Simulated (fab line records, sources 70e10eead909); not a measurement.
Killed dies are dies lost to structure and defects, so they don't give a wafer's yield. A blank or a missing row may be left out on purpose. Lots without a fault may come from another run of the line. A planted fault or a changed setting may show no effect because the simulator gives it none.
Which tool did it? | flow nand_harc | 24 lots, 72 wafers sampled, at 6 steps of a route of 1302

WHAT THE GAUGES READ, wafer by wafer
The record holds no reading of a measuring or inspecting step that can be judged against a usual standard deviation.

WHICH TOOL RAN EACH LOT (tool, then ch and the chambers of the sampled wafers, then the start)
lot  | NHARC_A_STAIRCASE_DEP_471       | NHARC_A_SGD_CUT_ETCH_15                       | NHARC_A_SGD_CUT_CMP_21        | NHARC_A_SGD_CUT_ETCHBACK_24        | NHARC_A_SLIT_DEP_00           | NHARC_A_WL_FILL_ETCHBACK_04
L075 | pecvd-03 ch 1,2, day 19 13:37   | rie_diel-08 ch 0,1,3, day 19 20:59 or earlier | cmp-01 ch 0,1,2, day 19 20:59 | rie_diel-13 ch 0,1,3, day 19 21:28 | acl_dep-02 ch 0, day 19 22:11 | rie_metal-03 ch 0,1, day 20 16:59
L074 | pecvd-04 ch 0,1,2, day 19 15:11 | rie_diel-05 ch 0,1, day 19 20:59 or earlier   | cmp-04 ch 1,3, day 19 20:59   | rie_diel-08 ch 0,1,2, day 19 21:29 | acl_dep-01 ch 0, day 19 23:23 | rie_metal-01 ch 0,1, day 20 17:05
L076 | pecvd-03 ch 0,1,2, day 19 23:20 | rie_diel-08 ch 0,2, day 20 07:07 or earlier   | cmp-01 ch 1,2, day 20 07:07   | rie_diel-08 ch 0,2,3, day 20 07:34 | acl_dep-03 ch 0, day 20 08:13 | rie_metal-03 ch 0,1, day 21 03:58
L077 | pecvd-04 ch 0,1,2, day 20 09:39 | rie_diel-08 ch 2,3, day 20 16:56 or earlier   | cmp-01 ch 1,2,3, day 20 16:56 | rie_diel-08 ch 2,3, day 20 17:22   | acl_dep-03 ch 0, day 20 18:01 | rie_metal-03 ch 1, day 21 12:48
L079 | pecvd-03 ch 0,1,2, day 21 01:01 | rie_diel-08 ch 0,1,3, day 21 08:38 or earlier | cmp-02 ch 1,2, day 21 08:38   | rie_diel-08 ch 0,1,3, day 21 09:07 | acl_dep-02 ch 0, day 21 09:46 | rie_metal-03 ch 0,1, day 22 04:53
L078 | pecvd-04 ch 1,2, day 21 04:12   | rie_diel-05 ch 0,2,3, day 21 08:41 or earlier | cmp-01 ch 1,2,3, day 21 08:41 | rie_diel-05 ch 1,2,3, day 21 09:09 | acl_dep-01 ch 0, day 21 10:31 | rie_metal-02 ch 0,1, day 22 04:50
L080 | pecvd-03 ch 1,2, day 21 17:10   | rie_diel-13 ch 1,3, day 22 02:38 or earlier   | cmp-02 ch 0,1,2, day 22 02:38 | rie_diel-05 ch 1,2, day 22 03:10   | acl_dep-01 ch 0, day 22 05:46 | rie_metal-01 ch 0,1, day 23 02:50
L083 | pecvd-04 ch 0,2, day 23 05:17   | rie_diel-05 ch 0,2,3, day 23 12:49 or earlier | cmp-02 ch 0,1,3, day 23 12:49 | rie_diel-13 ch 0,1,2, day 23 13:19 | acl_dep-03 ch 0, day 23 15:13 | rie_metal-01 ch 0,1, day 24 13:30
L081 | pecvd-02 ch 0,1,2, day 23 05:22 | rie_diel-08 ch 0,3, day 23 12:52 or earlier   | cmp-01 ch 1,2,3, day 23 12:52 | rie_diel-05 ch 0,1, day 23 13:17   | acl_dep-01 ch 0, day 23 15:08 | rie_metal-03 ch 0,1, day 24 13:07
L082 | pecvd-02 ch 0,2, day 23 05:40   | rie_diel-13 ch 0,2,3, day 23 12:48 or earlier | cmp-04 ch 1,2, day 23 12:48   | rie_diel-08 ch 1,2,3, day 23 13:17 | acl_dep-02 ch 0, day 23 13:55 | rie_metal-02 ch 0,1, day 24 09:55
L084 | pecvd-03 ch 0,1, day 23 08:24   | rie_diel-13 ch 0,1,2, day 23 15:55 or earlier | cmp-01 ch 0,1, day 23 15:55   | rie_diel-08 ch 0,1, day 23 16:23   | acl_dep-01 ch 0, day 23 19:00 | rie_metal-02 ch 1, day 24 18:05
L086 | pecvd-03 ch 0,1,2, day 24 09:36 | rie_diel-13 ch 0,1,2, day 24 16:55 or earlier | cmp-04 ch 2,3, day 24 16:55   | rie_diel-08 ch 1,2,3, day 24 17:26 | acl_dep-01 ch 0, day 24 18:40 | rie_metal-01 ch 1, day 25 13:04
L085 | pecvd-04 ch 0,2, day 24 09:37   | rie_diel-05 ch 0,1,3, day 24 16:57 or earlier | cmp-01 ch 0,2, day 24 16:57   | rie_diel-05 ch 0,1, day 24 17:25   | acl_dep-03 ch 0, day 24 18:03 | rie_metal-03 ch 0,1, day 25 15:08
L088 | pecvd-03 ch 0,1,2, day 25 03:47 | rie_diel-05 ch 1,2, day 25 14:10 or earlier   | cmp-02 ch 0,1, day 25 14:10   | rie_diel-08 ch 0,1,3, day 25 14:41 | acl_dep-03 ch 0, day 25 17:35 | rie_metal-03 ch 0, day 26 12:23
L089 | pecvd-04 ch 1,2, day 25 03:52   | rie_diel-08 ch 0,1,3, day 25 14:12 or earlier | cmp-01 ch 0,1,3, day 25 14:12 | rie_diel-13 ch 0,1,3, day 25 14:39 | acl_dep-02 ch 0, day 25 15:58 | rie_metal-01 ch 0,1, day 26 10:41
L087 | pecvd-02 ch 1,2, day 25 06:43   | rie_diel-08 ch 0,2, day 25 14:12 or earlier   | cmp-04 ch 0,2, day 25 14:12   | rie_diel-13 ch 1,3, day 25 14:44   | acl_dep-01 ch 0, day 25 18:23 | rie_metal-01 ch 0, day 26 15:47
L090 | pecvd-04 ch 0,1,2, day 26 07:55 | rie_diel-05 ch 1,2,3, day 26 15:08 or earlier | cmp-04 ch 0,2,3, day 26 15:08 | rie_diel-08 ch 0,1,2, day 26 15:37 | acl_dep-02 ch 0, day 26 22:06 | rie_metal-03 ch 0,1, day 27 17:18
L091 | pecvd-03 ch 0,1,2, day 26 17:16 | rie_diel-08 ch 0,1,3, day 27 00:46 or earlier | cmp-04 ch 1,3, day 27 00:46   | rie_diel-08 ch 0,2, day 27 01:16   | acl_dep-01 ch 0, day 27 04:55 | rie_metal-02 ch 1, day 28 01:00
L092 | pecvd-02 ch 1,2, day 26 23:28   | rie_diel-05 ch 1,3, day 27 07:10 or earlier   | cmp-04 ch 0,1, day 27 07:10   | rie_diel-08 ch 1,3, day 27 07:41   | acl_dep-03 ch 0, day 27 08:31 | rie_metal-01 ch 0, day 28 03:28
L094 | pecvd-03 ch 1,2, day 28 07:02   | rie_diel-13 ch 0,1,2, day 28 14:52 or earlier | cmp-04 ch 1,2,3, day 28 14:52 | rie_diel-08 ch 1,2,3, day 28 15:22 | acl_dep-03 ch 0, day 28 15:59 | rie_metal-02 ch 0,1, day 29 10:55
L093 | pecvd-04 ch 1,2, day 28 07:25   | rie_diel-05 ch 0,1,3, day 28 14:55 or earlier | cmp-01 ch 0,2, day 28 14:55   | rie_diel-05 ch 2,3, day 28 15:22   | acl_dep-02 ch 0, day 28 16:05 | rie_metal-03 ch 1, day 29 10:56
L095 | pecvd-02 ch 0,2, day 28 07:28   | rie_diel-08 ch 1,2,3, day 28 15:02 or earlier | cmp-02 ch 0,2,3, day 28 15:02 | rie_diel-05 ch 2,3, day 28 15:30   | acl_dep-01 ch 0, day 28 18:14 | rie_metal-03 ch 0,1, day 29 14:43
L097 | pecvd-02 ch 1,2, day 29 01:54   | rie_diel-13 ch 0,1,3, day 29 10:07 or earlier | cmp-01 ch 0,2,3, day 29 10:07 | rie_diel-05 ch 0,1,2, day 29 10:37 | acl_dep-02 ch 0, day 29 12:45 | rie_metal-01 ch 0,1, day 30 07:55
L096 | pecvd-04 ch 0,1, day 29 02:11   | rie_diel-08 ch 0,2,3, day 29 10:11 or earlier | cmp-04 ch 0,1,2, day 29 10:11 | rie_diel-08 ch 0,1,2, day 29 10:38 | acl_dep-01 ch 0, day 29 13:19 | rie_metal-02 ch 0,1, day 30 07:55
- NHARC_A_STAIRCASE_DEP_471: deposits SiO2, target thk 100 nm.
- NHARC_A_SGD_CUT_ETCH_15: etches the open film in CH3F/O2, target depth 75 nm, time 64.3 s.
- NHARC_A_SGD_CUT_CMP_21: polishes, target thk 148.19 nm.
- NHARC_A_SGD_CUT_ETCHBACK_24: etches the open film in CH3F/O2, target depth 50 nm, time 92.857 s.
- NHARC_A_SLIT_DEP_00: deposits aC, target thk 6200 nm.
- NHARC_A_WL_FILL_ETCHBACK_04: etches the open film in NF3, target depth 60 nm, time 120 s.

WHAT THE TOOLS THEMSELVES READ (means of the sampled wafers that have a number; where no wafer has one, the mark that the record gives instead)
NHARC_A_STAIRCASE_DEP_471. Usual: heater_power_w 551 W, standard deviation 90; throttle_valve_pct 15.8 %, standard deviation 0.55.
lot  | tool     | heater_power_w (W) | throttle_valve_pct (%) | flag
L075 | pecvd-03 | 516                | 15.7                   |
L074 | pecvd-04 | 532                | 15.6                   |
L076 | pecvd-03 | 550                | 16.1                   |
L077 | pecvd-04 | 540                | 15.4                   |
L079 | pecvd-03 | 496                | 16.2                   |
L078 | pecvd-04 | 492                | 15.6                   |
L080 | pecvd-03 | 514                | 16.3                   |
L083 | pecvd-04 | 402                | 15.5                   |
L081 | pecvd-02 | 561                | 16.4                   |
L082 | pecvd-02 | 661                | 16.1                   |
L084 | pecvd-03 | 565                | 16.0                   |
L086 | pecvd-03 | 581                | 15.5                   |
L085 | pecvd-04 | 541                | 15.3                   |
L088 | pecvd-03 | 564                | 15.8                   |
L089 | pecvd-04 | 436                | 15.8                   |
L087 | pecvd-02 | 562                | 16.7                   |
L090 | pecvd-04 | 505                | 15.6                   |
L091 | pecvd-03 | 562                | 15.8                   |
L092 | pecvd-02 | 630                | 16.0                   |
L094 | pecvd-03 | 484                | 15.8                   |
L093 | pecvd-04 | 490                | 15.3                   |
L095 | pecvd-02 | 604                | 15.9                   |
L097 | pecvd-02 | 635                | 16.4                   |
L096 | pecvd-04 | 567                | 15.3                   |

NHARC_A_SGD_CUT_ETCH_15. Usual: drypump_motor_current_A 5.8 A, standard deviation 0.35; oes_product_au 0.959 a.u., standard deviation 0.017; rf_vpp_V 263.5 V, standard deviation 1.7; showerhead_plenum_p_Torr 2.43 Torr, standard deviation 0.1; throttle_valve_pct 20.663 %, standard deviation 0.0078.
lot  | tool        | drypump_motor_current_A (A) | oes_product_au (a.u.) | rf_vpp_V (V) | showerhead_plenum_p_Torr (Torr) | throttle_valve_pct (%) | flag
L075 | rie_diel-08 | 6.1                         | 0.965                 | 264.1        | 2.49                            | 20.663                 |
L074 | rie_diel-05 | 5.8                         | 0.971                 | 261.8        | 2.31                            | 20.655                 |
L076 | rie_diel-08 | 6.0                         | 0.973                 | 264.6        | 2.51                            | 20.663                 |
L077 | rie_diel-08 | 5.7                         | 0.952                 | 264.1        | 2.48                            | 20.660                 |
L079 | rie_diel-08 | 6.1                         | 0.958                 | 263.7        | 2.49                            | 20.667                 |
L078 | rie_diel-05 | 5.8                         | 0.969                 | 263.7        | 2.42                            | 20.667                 |
L080 | rie_diel-13 | 5.3                         | 0.936                 | 264.7        | 2.51                            | 20.672                 |
L083 | rie_diel-05 | 5.8                         | 0.971                 | 262.8        | 2.42                            | 20.660                 |
L081 | rie_diel-08 | 5.9                         | 0.968                 | 265.1        | 2.50                            | 20.664                 |
L082 | rie_diel-13 | 5.8                         | 0.970                 | 262.8        | 2.41                            | 20.666                 |
L084 | rie_diel-13 | 5.6                         | 0.962                 | 262.6        | 2.36                            | 20.669                 |
L086 | rie_diel-13 | 5.7                         | 0.965                 | 262.5        | 2.36                            | 20.665                 |
L085 | rie_diel-05 | 5.8                         | 0.928                 | 263.7        | 2.43                            | 20.663                 |
L088 | rie_diel-05 | 5.9                         | 0.955                 | 262.0        | 2.32                            | 20.662                 |
L089 | rie_diel-08 | 6.1                         | 0.958                 | 264.1        | 2.48                            | 20.664                 |
L087 | rie_diel-08 | 6.0                         | 0.970                 | 264.8        | 2.51                            | 20.665                 |
L090 | rie_diel-05 | 5.9                         | 0.971                 | 263.5        | 2.43                            | 20.663                 |
L091 | rie_diel-08 | 6.1                         | 0.975                 | 264.3        | 2.48                            | 20.660                 |
L092 | rie_diel-05 | 5.9                         | 0.972                 | 263.2        | 2.44                            | 20.665                 |
L094 | rie_diel-13 | 5.6                         | 0.957                 | 262.1        | 2.35                            | 20.660                 |
L093 | rie_diel-05 | 5.8                         | 0.958                 | 263.8        | 2.43                            | 20.660                 |
L095 | rie_diel-08 | 5.9                         | 0.948                 | 264.0        | 2.46                            | 20.665                 |
L097 | rie_diel-13 | 5.6                         | 0.932                 | 263.0        | 2.43                            | 20.665                 |
L096 | rie_diel-08 | 5.9                         | 0.918                 | 265.1        | 2.50                            | 20.661                 |

NHARC_A_SGD_CUT_CMP_21. Usual: motor_current_A 12.0 A, standard deviation 1.4; time_to_endpoint_s 49.3 s, standard deviation 2.5.
lot  | tool   | motor_current_A (A) | time_to_endpoint_s (s) | flag
L075 | cmp-01 | 11.7                | 47.0                   |
L074 | cmp-04 | 11.9                | 52.3                   |
L076 | cmp-01 | 11.9                | 47.6                   |
L077 | cmp-01 | 11.8                | 46.8                   |
L079 | cmp-02 | 12.7                | 49.7                   |
L078 | cmp-01 | 11.6                | 47.7                   |
L080 | cmp-02 | 13.1                | 51.3                   |
L083 | cmp-02 | 12.2                | 47.2                   |
L081 | cmp-01 | 12.0                | 49.2                   |
L082 | cmp-04 | 12.8                | 50.8                   |
L084 | cmp-01 | 12.6                | 54.3                   |
L086 | cmp-04 | 12.0                | 49.3                   |
L085 | cmp-01 | 11.4                | 45.3                   |
L088 | cmp-02 | 12.0                | 44.4                   |
L089 | cmp-01 | 12.4                | 50.2                   |
L087 | cmp-04 | 12.3                | 48.8                   |
L090 | cmp-04 | 10.9                | 49.5                   |
L091 | cmp-04 | 10.8                | 48.5                   |
L092 | cmp-04 | 11.2                | 49.7                   |
L094 | cmp-04 | 12.0                | 47.5                   |
L093 | cmp-01 | 11.2                | 51.1                   |
L095 | cmp-02 | 13.8                | 49.6                   |
L097 | cmp-01 | 11.7                | 51.4                   |
L096 | cmp-04 | 12.1                | 52.6                   |

NHARC_A_SGD_CUT_ETCHBACK_24. Usual: drypump_motor_current_A 5.9 A, standard deviation 0.35; oes_product_au 0.97 a.u., standard deviation 0.031; rf_vpp_V 244.1 V, standard deviation 1.5; showerhead_plenum_p_Torr 2.44 Torr, standard deviation 0.099; throttle_valve_pct 20.662 %, standard deviation 0.0087.
lot  | tool        | drypump_motor_current_A (A) | oes_product_au (a.u.) | rf_vpp_V (V) | showerhead_plenum_p_Torr (Torr) | throttle_valve_pct (%) | flag
L075 | rie_diel-13 | 5.6                         | 1.01                  | 244.2        | 2.43                            | 20.663                 |
L074 | rie_diel-08 | 6.1                         | 0.98                  | 245.2        | 2.49                            | 20.659                 |
L076 | rie_diel-08 | 5.9                         | 0.96                  | 245.0        | 2.51                            | 20.671                 |
L077 | rie_diel-08 | 5.7                         | 0.93                  | 244.9        | 2.48                            | 20.666                 |
L079 | rie_diel-08 | 6.1                         | 0.95                  | 244.5        | 2.49                            | 20.656                 |
L078 | rie_diel-05 | 5.9                         | 0.92                  | 243.5        | 2.43                            | 20.666                 |
L080 | rie_diel-05 | 5.9                         | 1.00                  | 242.4        | 2.32                            | 20.663                 |
L083 | rie_diel-13 | 5.7                         | 1.00                  | 243.1        | 2.36                            | 20.670                 |
L081 | rie_diel-05 | 5.9                         | 0.98                  | 242.8        | 2.33                            | 20.660                 |
L082 | rie_diel-08 | 5.9                         | 1.00                  | 244.6        | 2.47                            | 20.669                 |
L084 | rie_diel-08 | 6.3                         | 0.99                  | 244.6        | 2.51                            | 20.666                 |
L086 | rie_diel-08 | 5.9                         | 1.00                  | 243.7        | 2.46                            | 20.656                 |
L085 | rie_diel-05 | 5.8                         | 0.93                  | 242.1        | 2.31                            | 20.657                 |
L088 | rie_diel-08 | 6.1                         | 1.00                  | 244.6        | 2.48                            | 20.662                 |
L089 | rie_diel-13 | 5.6                         | 0.99                  | 243.9        | 2.43                            | 20.655                 |
L087 | rie_diel-13 | 5.2                         | 1.00                  | 243.9        | 2.45                            | 20.655                 |
L090 | rie_diel-08 | 6.1                         | 1.01                  | 244.6        | 2.48                            | 20.666                 |
L091 | rie_diel-08 | 6.0                         | 0.93                  | 244.5        | 2.51                            | 20.664                 |
L092 | rie_diel-08 | 6.0                         | 0.97                  | 244.5        | 2.44                            | 20.653                 |
L094 | rie_diel-08 | 5.9                         | 1.00                  | 244.0        | 2.46                            | 20.662                 |
L093 | rie_diel-05 | 5.9                         | 0.93                  | 244.0        | 2.42                            | 20.658                 |
L095 | rie_diel-05 | 5.9                         | 1.01                  | 244.1        | 2.42                            | 20.659                 |
L097 | rie_diel-05 | 5.9                         | 1.00                  | 242.4        | 2.32                            | 20.665                 |
L096 | rie_diel-08 | 6.1                         | 0.93                  | 245.3        | 2.48                            | 20.667                 |

NHARC_A_SLIT_DEP_00. Usual: throttle_valve_pct 35.000 %, standard deviation 0.0094.
lot  | tool       | throttle_valve_pct (%) | flag
L075 | acl_dep-02 | 34.997                 |
L074 | acl_dep-01 | 34.999                 |
L076 | acl_dep-03 | 35.000                 |
L077 | acl_dep-03 | 34.999                 |
L079 | acl_dep-02 | 34.994                 |
L078 | acl_dep-01 | 35.005                 |
L080 | acl_dep-01 | 34.996                 |
L083 | acl_dep-03 | 35.002                 |
L081 | acl_dep-01 | 35.002                 |
L082 | acl_dep-02 | 34.994                 |
L084 | acl_dep-01 | 34.997                 |
L086 | acl_dep-01 | 35.003                 |
L085 | acl_dep-03 | 35.005                 |
L088 | acl_dep-03 | 34.996                 |
L089 | acl_dep-02 | 35.005                 |
L087 | acl_dep-01 | 35.002                 |
L090 | acl_dep-02 | 35.004                 |
L091 | acl_dep-01 | 34.999                 |
L092 | acl_dep-03 | 34.995                 |
L094 | acl_dep-03 | 35.010                 |
L093 | acl_dep-02 | 35.004                 |
L095 | acl_dep-01 | 34.996                 |
L097 | acl_dep-02 | 35.006                 |
L096 | acl_dep-01 | 35.002                 |

NHARC_A_WL_FILL_ETCHBACK_04. Usual: drypump_motor_current_A 6.0 A, standard deviation 0.31; oes_product_au 1.001 a.u., standard deviation 0.0083.
lot  | tool         | drypump_motor_current_A (A) | oes_product_au (a.u.) | flag
L075 | rie_metal-03 | 6.0                         | 0.996                 |
L074 | rie_metal-01 | 6.1                         | 1.000                 |
L076 | rie_metal-03 | 5.8                         | 0.997                 |
L077 | rie_metal-03 | 6.3                         | 0.998                 |
L079 | rie_metal-03 | 5.8                         | 1.006                 |
L078 | rie_metal-02 | 6.0                         | 0.999                 |
L080 | rie_metal-01 | 6.1                         | 0.997                 |
L083 | rie_metal-01 | 6.1                         | 0.993                 |
L081 | rie_metal-03 | 6.0                         | 1.001                 |
L082 | rie_metal-02 | 6.2                         | 0.992                 |
L084 | rie_metal-02 | 5.8                         | 0.999                 |
L086 | rie_metal-01 | 6.0                         | 1.018                 |
L085 | rie_metal-03 | 5.8                         | 1.003                 |
L088 | rie_metal-03 | 5.5                         | 1.004                 |
L089 | rie_metal-01 | 6.0                         | 0.999                 |
L087 | rie_metal-01 | 6.2                         | 0.998                 |
L090 | rie_metal-03 | 6.0                         | 0.995                 |
L091 | rie_metal-02 | 5.8                         | 1.002                 |
L092 | rie_metal-01 | 6.1                         | 0.997                 |
L094 | rie_metal-02 | 6.0                         | 1.008                 |
L093 | rie_metal-03 | 6.3                         | 1.012                 |
L095 | rie_metal-03 | 6.0                         | 1.006                 |
L097 | rie_metal-01 | 6.1                         | 0.994                 |
L096 | rie_metal-02 | 6.0                         | 0.999                 |

THE ANSWER, worked out from the rows above alone
Rule: a lot is off if the mean of its wafers that have a number lies more than 3 standard deviations from the usual mean. A lot without any number at a reading at which 4 lots or more have one is off too. The other lots that the step has rows for count as sound. The gauges are gone through in route order, then the tools' own readings, and for those a lot's mean is taken as printed above. The first step at which some lot is off is used, and at that step the reading that is off furthest; a lot without a number counts as furthest.
No lot is off at any reading shown: from this, nothing can be told.

WHAT THE SIMULATOR HAD PUT IN
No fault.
